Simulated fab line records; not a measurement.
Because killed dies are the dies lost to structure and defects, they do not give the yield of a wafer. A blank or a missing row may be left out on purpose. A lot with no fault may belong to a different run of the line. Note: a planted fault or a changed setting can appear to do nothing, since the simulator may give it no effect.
Which tool did it?    flow nand-harc    Sampling: 13 lots, 39 wafers, 5 of 1302 route steps

## WHAT EACH GAUGE READ, for each wafer
NHARC_END_SORT_01. Usual: value, then standard deviation, for each; defect-limited-yield 91 % / 3.4; killed-at-array 57 / 24; killed-at-other 0.7 / 0.94; killed-at-periphery 3.8 / 2.5; killed-dies 62 / 23; killed-open 3.1 / 1.8; killed-short 2.5 / 1.6.
lot   measured      on         defect-limited-yield (%)  killed-at-array  killed-at-other  killed-at-periphery  killed-dies  killed-open  killed-short  flag
L748  day 25 04:06  prober-01  96 95 96                  21 25 22         1 2 1            3 5 1                25 32 24     4 3 2        2 2 1         
L749  day 25 21:15  prober-02  92 93 93                  50 44 44         1 2 0            5 4 4                56 50 48     1 3 1        3 2 1         
L751  day 25 12:44  prober-01  87 83 83                  79 108 108       0 1 4            7 6 6                86 115 118   3 3 5        1 4 2         
L752  day 26 04:16  prober-02  89 88 87                  72 71 77         3 3 4            2 5 6                77 79 87     0 2 7        1 2 1         
L754  day 27 05:45  prober-01  84 88 86                  104 76 97        0 0 0            4 2 1                108 78 98    2 2 3        0 1 6         
L753  day 28 17:22  prober-01  94 92 91                  40 49 50         0 1 1            3 4 7                43 54 58     3 0 7        1 3 3         
L755  day 28 09:32  prober-01  91 91 90                  61 60 61         0 1 0            3 0 4                64 61 65     3 0 2        5 3 4         
L760  day 29 10:28  prober-02  94 93 92                  39 44 50         1 1 1            1 3 1                41 48 52     3 4 1        1 1 4         
L759  day 29 22:32  prober-01  91 90 91                  61 62 59         1 0 2            2 4 1                64 66 62     3 1 3        0 2 1         
L765  day 31 13:16  prober-02  92 82 90                  46 50 61         0 72 0           5 3 6                51 125 67    6 4 6        2 2 5         OFF
L766  day 31 22:39  prober-02  81 94 93                  41 43 42         89 1 3           2 0 2                132 44 47    5 3 2        1 1 2         OFF
L770  day 33 09:28  prober-01  94 93 92                  39 48 49         0 0 1            3 1 1                42 49 51     1 4 1        2 3 2         
L771  day 33 16:28  prober-02  88 85 90                  75 98 68         2 2 1            1 3 1                78 103 70    2 2 2        2 6 1         

## EACH LOT AND THE TOOL THAT RAN IT (in order: tool; ch and the chambers of the sampled wafers; start)
lot   NHARC_THIN_TSV_PRECLEAN_41           NHARC_THIN_TSV_DEGAS_49       NHARC_THIN_TSV_ANNEAL_52          NHARC_THIN_TSV_DESCUM_35
L748  wet-bench-08 ch 2,3,4, day 24 12:11  pvd-sputter-03, day 24 16:06  rtp-anneal-02 ch 0, day 24 17:17  rie-diel-07 ch 0,2,3, day 24 19:16
L749  wet-bench-08 ch 1,2,3, day 24 15:44  pvd-sputter-03, day 24 19:32  rtp-anneal-02 ch 0, day 24 20:49  rie-diel-07 ch 0,3, day 24 22:49
L751  wet-bench-08 ch 1,4,7, day 24 16:58  pvd-sputter-03, day 24 20:44  rtp-anneal-01 ch 0, day 24 21:58  rie-diel-07 ch 1,3, day 24 23:53
L752  wet-bench-10 ch 2,3,6, day 25 01:38  pvd-sputter-01, day 25 05:17  rtp-anneal-01 ch 0, day 25 06:30  rie-diel-07 ch 0,1, day 25 08:34
L754  wet-bench-08 ch 0,1,3, day 26 11:13  pvd-sputter-01, day 26 15:12  rtp-anneal-01 ch 0, day 26 16:31  rie-diel-02 ch 0,1,2, day 26 18:29
L753  wet-bench-08 ch 1,4,7, day 27 17:24  pvd-sputter-03, day 27 21:31  rtp-anneal-02 ch 0, day 27 22:41  rie-diel-11 ch 0,2, day 28 00:41
L755  wet-bench-08 ch 3,5,7, day 27 18:36  pvd-sputter-01, day 27 22:14  rtp-anneal-02 ch 0, day 27 23:25  rie-diel-02 ch 1,3, day 28 01:26
L760  wet-bench-08 ch 0,1,7, day 28 18:26  pvd-sputter-03, day 28 22:11  rtp-anneal-02 ch 0, day 28 23:22  rie-diel-02 ch 0,2,3, day 29 01:30
L759  wet-bench-08 ch 0,1,3, day 29 05:43  pvd-sputter-03, day 29 09:53  rtp-anneal-02 ch 0, day 29 11:04  rie-diel-02 ch 0,2, day 29 13:10
L765  wet-bench-08 ch 2,3,5, day 30 22:35  pvd-sputter-02, day 31 02:23  rtp-anneal-01 ch 0, day 31 03:34  rie-diel-02 ch 0,1,3, day 31 05:40
L766  wet-bench-08 ch 3,5,7, day 31 06:00  pvd-sputter-02, day 31 09:38  rtp-anneal-01 ch 0, day 31 10:52  rie-diel-11 ch 2,3, day 31 12:47
L770  wet-bench-10 ch 1,4,5, day 32 17:14  pvd-sputter-03, day 32 21:00  rtp-anneal-02 ch 0, day 32 22:23  rie-diel-11 ch 1,2, day 33 00:27
L771  wet-bench-10 ch 1,4,5, day 32 22:58  pvd-sputter-01, day 33 02:57  rtp-anneal-01 ch 0, day 33 04:10  rie-diel-02 ch 0,1,3, day 33 06:07
- NHARC_THIN_TSV_PRECLEAN_41: cleans in SC1.
- NHARC_THIN_TSV_DEGAS_49: time 120 s.
- NHARC_THIN_TSV_ANNEAL_52: time 90 s.
- NHARC_THIN_TSV_DESCUM_35: chemistry O2, time 3 s.

## AS READ BY THE TOOLS THEMSELVES (means over the sampled wafers that have a number; for cases with no such wafer, the mark the record gives instead)
NHARC_THIN_TSV_DEGAS_49. Usual: heater-power-w reads 467 W (standard deviation 52).
lot   tool            heater-power-w (W)  flag
L748  pvd-sputter-03  466                 
L749  pvd-sputter-03  465                 
L751  pvd-sputter-03  432                 
L752  pvd-sputter-01  506                 
L754  pvd-sputter-01  502                 
L753  pvd-sputter-03  449                 
L755  pvd-sputter-01  542                 
L760  pvd-sputter-03  467                 
L759  pvd-sputter-03  466                 
L765  pvd-sputter-02  483                 
L766  pvd-sputter-02  439                 
L770  pvd-sputter-03  467                 
L771  pvd-sputter-01  515                 

NHARC_THIN_TSV_ANNEAL_52. Usual: anneal-temp-c 225.01 C, standard deviation 0.17; wafer_temp_C_max 226.3, standard deviation 0.38.
lot   tool           anneal-temp-c (C)  wafer_temp_C_max  flag
L748  rtp-anneal-02  225.21             226.0             
L749  rtp-anneal-02  225.11             226.0             
L751  rtp-anneal-01  225.00             226.6             
L752  rtp-anneal-01  224.97             226.4             
L754  rtp-anneal-01  225.05             226.8             
L753  rtp-anneal-02  225.26             226.2             
L755  rtp-anneal-02  225.10             225.9             
L760  rtp-anneal-02  225.15             225.9             
L759  rtp-anneal-02  224.79             226.2             
L765  rtp-anneal-01  224.73             226.6             
L766  rtp-anneal-01  225.00             226.3             
L770  rtp-anneal-02  224.96             226.1             
L771  rtp-anneal-01  224.89             226.7             

NHARC_THIN_TSV_DESCUM_35. Usual: drypump-motor-current-A 5.7 A, standard deviation 0.48; oes-product-au 1.001 a.u., standard deviation 0.008; rf-vpp-V 57.8 V, standard deviation 0.85; showerhead-plenum-p-Torr 1.90 Torr, standard deviation 0.071; throttle-valve-pct 11.312 %, standard deviation 0.0091.
lot   tool         drypump-motor-current-A (A)  oes-product-au (a.u.)  rf-vpp-V (V)  showerhead-plenum-p-Torr (Torr)  throttle-valve-pct (%)  flag
L748  rie-diel-07  6.0                          1.000                  57.2          1.96                             11.312                  
L749  rie-diel-07  6.2                          1.001                  58.3          2.02                             11.306                  
L751  rie-diel-07  5.5                          1.004                  58.7          1.95                             11.312                  
L752  rie-diel-07  6.0                          1.001                  57.8          1.95                             11.319                  
L754  rie-diel-02  5.5                          1.001                  57.2          1.86                             11.314                  
L753  rie-diel-11  5.6                          1.008                  57.7          1.92                             11.308                  
L755  rie-diel-02  5.6                          1.001                  58.1          1.94                             11.305                  
L760  rie-diel-02  5.5                          0.999                  57.2          1.85                             11.313                  
L759  rie-diel-02  5.2                          1.007                  57.9          1.80                             11.311                  
L765  rie-diel-02  5.7                          1.003                  58.2          1.90                             11.317                  
L766  rie-diel-11  5.9                          0.999                  57.9          1.93                             11.324                  
L770  rie-diel-11  6.0                          1.007                  58.0          1.85                             11.318                  
L771  rie-diel-02  5.7                          0.992                  58.4          1.90                             11.316                  

## THE ANSWER, worked out from the rows above alone
Rule: lot off if the mean of its wafers having a number is beyond 3 standard deviations from the usual mean. Also off: a lot with no number at a reading for which 4 or more lots have one. Any other lot the step has rows for is counted as sound. The gauges are gone through in route order, then the tools' own readings, and for those a lot's mean is taken as printed above. The first step at which some lot is off is used, and at that step the reading that is off furthest; a lot without a number counts as furthest.
Off, at NHARC_END_SORT_01 on killed-at-other: L765, L766.
A tool fits if, at a process step before that reading, it ran every lot that is off, and no sound lot after the first of them. Gauges at NHARC_END_SORT_01: tried the same way as those tools. 2 tools fit, wet-bench-08 at NHARC_THIN_TSV_PRECLEAN_41 and pvd-sputter-02 at NHARC_THIN_TSV_DEGAS_49, so this cannot tell which one it is.

## WHAT HAD BEEN PUT IN BY THE SIMULATOR
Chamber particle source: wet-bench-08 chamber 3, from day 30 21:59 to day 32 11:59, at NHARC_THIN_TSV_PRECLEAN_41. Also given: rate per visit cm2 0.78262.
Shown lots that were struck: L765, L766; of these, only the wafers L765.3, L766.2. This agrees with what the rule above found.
